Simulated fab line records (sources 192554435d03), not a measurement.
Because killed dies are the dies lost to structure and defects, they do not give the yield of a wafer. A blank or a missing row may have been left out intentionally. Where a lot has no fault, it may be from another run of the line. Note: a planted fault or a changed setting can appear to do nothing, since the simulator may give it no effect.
Chamber matching -- flow n5_finfet -- pecvd-04 running N5_BEOL_M0_SAQP_ILD_DEP_01: 3 sister chambers
The step deposits SiOC from DEMS/O2, target thk 45.419 nm, time 8.7 s. 18 wafers are shown with their chamber, then 9 later ones without.

== WAFERS WITH THEIR CHAMBER ==
wafer,chamber,throttle_valve_pct (%),showerhead_vpp_V (V),heater_power_outer_w (W)
L076.1,0,11.9,1471,172
L076.3,1,13.9,1269,264
L076.5,0,11.9,1474,169
L079.1,2,11.8,1419,314
L079.2,1,13.8,1273,294
L079.4,1,14.1,1279,209
L082.1,2,11.7,1465,309
L082.4,1,13.8,1293,268
L082.6,2,11.8,1462,308
L083.2,2,11.7,1457,271
L083.4,1,13.9,1279,300
L083.6,2,11.7,1438,270
L085.2,1,13.9,1279,280
L085.3,0,12.0,1456,173
L085.6,1,14.1,1261,282
L089.1,0,12.3,1452,220
L089.3,2,11.8,1450,271
L089.4,0,12.3,1475,218

SIGNATURES, as means of the wafers listed above
reading,chamber 0,chamber 1,chamber 2,scatter within a chamber
throttle_valve_pct,12.080,13.929,11.750,0.136
showerhead_vpp_V,1465.60,1276.14,1448.50,13.1
heater_power_outer_w,190.40,271.00,290.50,26.6
Rule: for each reading, subtract the chamber's mean from the wafer's reading, divide by that reading's scatter and square the result; add these up over the readings and take the root, which gives the wafer's distance from the chamber. The wafer belongs to the nearest chamber; if the next one is less than 2 further off, it can't be placed. The scatter: the root of (the sum of the squares of (reading less its chamber's mean) over the shown wafers, divided by (wafers less chambers)).

== WAFERS WITHOUT THEIR CHAMBER ==
wafer,throttle_valve_pct (%),showerhead_vpp_V (V),heater_power_outer_w (W)
L090.2,11.9,1443,307
L090.5,11.7,1452,303
L090.6,11.6,1463,240
L091.1,12.2,1464,199
L091.4,13.8,1302,232
L091.5,14.0,1293,231
L094.2,13.8,1267,262
L094.3,13.9,1272,267
L094.6,13.9,1297,270

== THE CHAMBER EACH PASSED THROUGH ==
wafer,from the rows above,in truth
L090.2,2,2
L090.5,2,2
L090.6,can't be placed: 2 or 0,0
L091.1,0,0
L091.4,1,1
L091.5,1,1
L094.2,1,1
L094.3,1,1
L094.6,1,1
8 of 9 placed correctly. Not placeable from these rows: 1 (in 1, the candidates include the true chamber). Placed wrongly: 0.
